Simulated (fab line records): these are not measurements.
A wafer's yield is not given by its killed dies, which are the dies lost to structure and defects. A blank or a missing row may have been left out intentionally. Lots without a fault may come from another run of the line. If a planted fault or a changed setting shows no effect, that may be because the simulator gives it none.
8D (eight disciplines) problem report, filled in by code | flow n5-finfet | the parts of the form that need people (team, actions taken, sign-off) are left out

## 1. PROBLEM STATEMENT
Mean of run-length-s at N5_BEOL_M2_COAT_61: 48.51 s across 3 wafers in 2 lots; on wafers with no fault it is 66.05 s (standard deviation 0.16). So: -99 or more standard deviations from the usual mean.
The step: time 60 s, resist thk 60 nm.
First observed at day 9 17:44: wafer L513.2, on litho-track-01. At this step, 33 wafers from 11 lots have a number in the record. By rule, "out" or "out of limits" means more than 4 standard deviations away from the usual mean. The other wafers with a number count as sound.

## 2. WHAT THIS IS AND IS NOT
question                    | is                                 | is not
which readings at this step | run-length-s, heater-power-total-W | resist-line-temp-C
which lots                  | L513, L515                         | L502, L503, L505, L507, L508, L510, L520, L522, L523
which wafers of those lots  | L513.2, L513.3, L515.3             | L513.6, L515.4, L515.5
read on which tools         | litho-track-01                     | litho-track-04, litho-track-05
when                        | from day 9 17:44                   | up to then (19 sound wafers); but 11 sound wafers of L515, L520, L522, L523 came after

## 3. THE SUSPECTS, EACH WITH WHAT RULES IT OUT
Counting: a tool at a process step up to the reading stays a suspect if it ran every lot that is out. Sound lots after the first of them don't rule it out here, since some wafers of a struck lot are sound.
- pvd-sputter-03 at N5_BEOL_M1_ANNEAL_93 (time 240 s): kept. Every lot that is out went through it, the first being L513 (day 9 14:11); the last sound lot it ran before that was L510 (day 9 06:25).
- cvd-co-02 at N5_BEOL_M1_CO_CAP_55 (material Co, precursor CCTBA/H2, target thk 2 nm, time 102.1 s): kept. Every lot that is out went through it, the first being L513 (day 9 15:32); the last sound lot it ran before that was L510 (day 9 07:38).
- litho-track-01 at N5_BEOL_M2_COAT_61 (time 60 s, resist thk 60 nm): kept. Every lot that is out went through it, the first being L513 (day 9 17:44); the last sound lot it ran before that was L508 (day 8 10:22). Its own heater-power-total-W, run-length-s readings are out on those wafers.
The count leaves pvd-sputter-03 at N5_BEOL_M1_ANNEAL_93, cvd-co-02 at N5_BEOL_M1_CO_CAP_55, and litho-track-01 at N5_BEOL_M2_COAT_61.

## 4. THE CAUSE (what the simulator had put in)
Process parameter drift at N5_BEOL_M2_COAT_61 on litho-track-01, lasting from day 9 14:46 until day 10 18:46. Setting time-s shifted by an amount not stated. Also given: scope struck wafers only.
Of the 3 suspects that counting leaves, this tool is one.

## 5. THE CHAIN OF EFFECTS, in route order
Each row: a reading where the mean over the struck wafers with a number is more than 3 standard deviations away from the usual. Readings are gone through only where the record gives a usual standard deviation; hours: the median, over the lots, of the time from a lot's start at the first step in this table giving one to that lot's start at this step; sigmas: the change measured in usual standard deviations.
hours | step               | reading              | usual   | on struck wafers | change | sigmas
0     | N5_BEOL_M2_COAT_61 | heater-power-total-W | 500.3 W | 620.5            | +120.2 | +63
0     | N5_BEOL_M2_COAT_61 | run-length-s         | 66.05 s | 48.51            | -17.54 | -99 or more
The process steps in it:
- N5_BEOL_M2_COAT_61: time 60 s, resist thk 60 nm.
Readings that are blank on the struck wafers while sound wafers have them: plate-temp-C at N5_BEOL_M2_COAT_61.
At these later measuring or inspecting steps, every struck wafer for which the step has a row has a number for every such reading, and none has moved that far: N5_BEOL_M4_RC_MEAS_101.

## 6. WHAT WOULD HAVE CAUGHT IT SOONER
The fault began at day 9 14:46; the first out-of-limits reading in this record came at day 9 17:44, 3 hours later.
